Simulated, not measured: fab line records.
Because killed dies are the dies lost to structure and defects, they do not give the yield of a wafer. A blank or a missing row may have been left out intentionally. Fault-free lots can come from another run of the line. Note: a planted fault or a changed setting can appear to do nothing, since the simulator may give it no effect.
3 desks looking at one fault + flow n5-finfet + every desk sees just its own numbers, and what lay behind them comes last

## THE METROLOGY DESK
Means of the sampled wafers that have a number, per lot and without regard to the tool the lot ran on: this is what the gauges read. A lot is out of limits, marked OUT, if its mean lies more than 4 standard deviations from the usual mean; the brackets give that distance. Only the readings that lie furthest out on some lot appear, 7 of the 11 it has.
Columns: A = cd-nm at N5_FIN_SAQP_CD_MEAS_16, usual 35.6 nm; B = DIBL_N at N5_BEOL_M4_RC_MEAS_101, usual 36.0 mV/V; C = DIBL_P at N5_BEOL_M4_RC_MEAS_101, usual 36.2 mV/V; D = IOFF_N at N5_BEOL_M4_RC_MEAS_101, usual 0.154 nA/um; E = IOFF_P at N5_BEOL_M4_RC_MEAS_101, usual 0.21 nA/um; F = VT_N at N5_BEOL_M4_RC_MEAS_101, usual 250.2 mV; G = VT_P at N5_BEOL_M4_RC_MEAS_101, usual -251 mV
| lot  | first seen here | A    | B    | C    | D     | E    | F     | G    |
|------|-----------------|------|------|------|-------|------|-------|------|
| L317 | day 1 21:16     | 35.8 | 36.0 | 35.5 | 0.156 | 0.26 | 250.7 | -243 |
| L318 | day 2 03:10     | 36.2 | 37.4 | 36.8 | 0.166 | 0.23 | 247.7 | -248 |
| L319 | day 2 09:50     | 35.4 | 36.1 | 37.6 | 0.175 | 0.23 | 247.9 | -251 |
| L323 | day 3 09:14     | 35.5 | 35.4 | 36.2 | 0.145 | 0.19 | 250.2 | -251 |
| L324 | day 3 15:11     | 35.5 | 36.4 | 36.4 | 0.141 | 0.19 | 251.7 | -253 |
| L326 | day 4 03:40     | 35.7 | 36.3 | 35.6 | 0.150 | 0.20 | 249.9 | -252 |
| L328 | day 4 15:15     | 35.0 | 37.1 | 37.8 | 0.171 | 0.20 | 249.9 | -254 |
| L330 | day 5 04:29     | 35.6 | 35.2 | 35.2 | 0.143 | 0.20 | 252.5 | -250 |
| L332 | day 5 17:46     | 36.0 | 36.1 | 35.4 | 0.145 | 0.23 | 248.8 | -247 |
| L333 | day 5 22:20     | 35.6 | 34.7 | 34.6 | 0.140 | 0.18 | 250.4 | -255 |
| L334 | day 6 04:58     | 35.5 | 33.1 | 33.5 | 0.118 | 0.16 | 254.1 | -254 |
Finding of this desk: none of the 11 lots has anything out of limits.

## AT THE TOOL OWNER'S DESK: rie-si-02
The tool's own readings at N5_PMOS_HMC_CHANNEL_EPI_ETCH_38 (etches SiO2 in CF4, target depth 1.5 nm): means of the sampled wafers that have a number, for each lot that ran on this tool. A lot is out of limits, marked OUT, if its mean lies more than 4 standard deviations from the usual mean; the brackets give that distance.
Columns: A = drypump-motor-current-A at N5_PMOS_HMC_CHANNEL_EPI_ETCH_38, usual 5.8 A; B = oes-product-au at N5_PMOS_HMC_CHANNEL_EPI_ETCH_38, usual 1.002 a.u.; C = throttle-valve-pct at N5_PMOS_HMC_CHANNEL_EPI_ETCH_38, usual 21.73 %
| lot  | first seen here | A   | B                | C     |
|------|-----------------|-----|------------------|-------|
| L319 | day 2 05:30     | 6.2 | 1.025            | 21.65 |
| L326 | day 3 23:46     | 6.2 | 1.004            | 21.64 |
| L328 | day 4 11:34     | 6.0 | 1.021            | 21.59 |
| L332 | day 5 12:34     | 6.3 | 1.133 (+5.4) OUT | 21.61 |
| L333 | day 5 18:09     | 5.8 | 1.226 (+9.3) OUT | 21.52 |
| L334 | day 6 01:20     | 6.5 | 1.373 (+15) OUT  | 21.76 |
This desk finds L332, L333, L334 out of limits, L332 being first, at day 5 12:34 (oes-product-au at N5_PMOS_HMC_CHANNEL_EPI_ETCH_38). L319, L326, L328 stayed within limits.

## THE DEFECT DESK
Lot by lot, what the route's inspections counted, given as the mean of those sampled wafers with a number. A lot is out of limits, marked OUT, if its mean lies more than 4 standard deviations from the usual mean; the brackets give that distance.
Columns: A = raw-defect-count at N5_WELL_APT_INSPECT_10, usual 2.1; B = raw-defect-count at N5_FIN_SAQP_INSPECT_18, usual 426
| lot  | first seen here | A   | B   |
|------|-----------------|-----|-----|
| L317 | day 1 13:44     | 1.7 | 394 |
| L318 | day 1 19:44     | 2.7 | 384 |
| L319 | day 2 01:44     | 1.7 | 416 |
| L323 | day 3 01:53     | 1.7 | 353 |
| L324 | day 3 07:37     | 2.3 | 475 |
| L326 | day 3 19:37     | 2.3 | 511 |
| L328 | day 4 07:47     | 2.7 | 290 |
| L330 | day 4 19:56     | 1.3 | 609 |
| L332 | day 5 07:51     | 1.7 | 451 |
| L333 | day 5 13:37     | 1.0 | 497 |
| L334 | day 5 19:37     | 1.5 | 380 |
Finding of this desk: none of the 11 lots has anything out of limits.

## ALL TOGETHER
The tool owner's desk had the chance to raise an alarm at day 5 12:34 on L332, L333, L334.
At the metrology desk, nothing out of limits was observed.
The defect desk saw nothing out of limits.
The metrology desk holds a record of L332, L333, L334, inside its limits.
The defect desk has L332, L333, L334 on record, within its limits.
Every lot named ran N5_PMOS_HMC_CHANNEL_EPI_ETCH_38 on rie-si-02.

## WHAT THE SIMULATOR HAD INSERTED
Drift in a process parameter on rie-si-02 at N5_PMOS_HMC_CHANNEL_EPI_ETCH_38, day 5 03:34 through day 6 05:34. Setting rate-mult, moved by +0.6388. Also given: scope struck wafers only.
Lots struck among those shown: L332, L333, L334.
How many hours passed from the start of the fault until each desk's first out-of-limits reading: the tool owner's desk, 9.
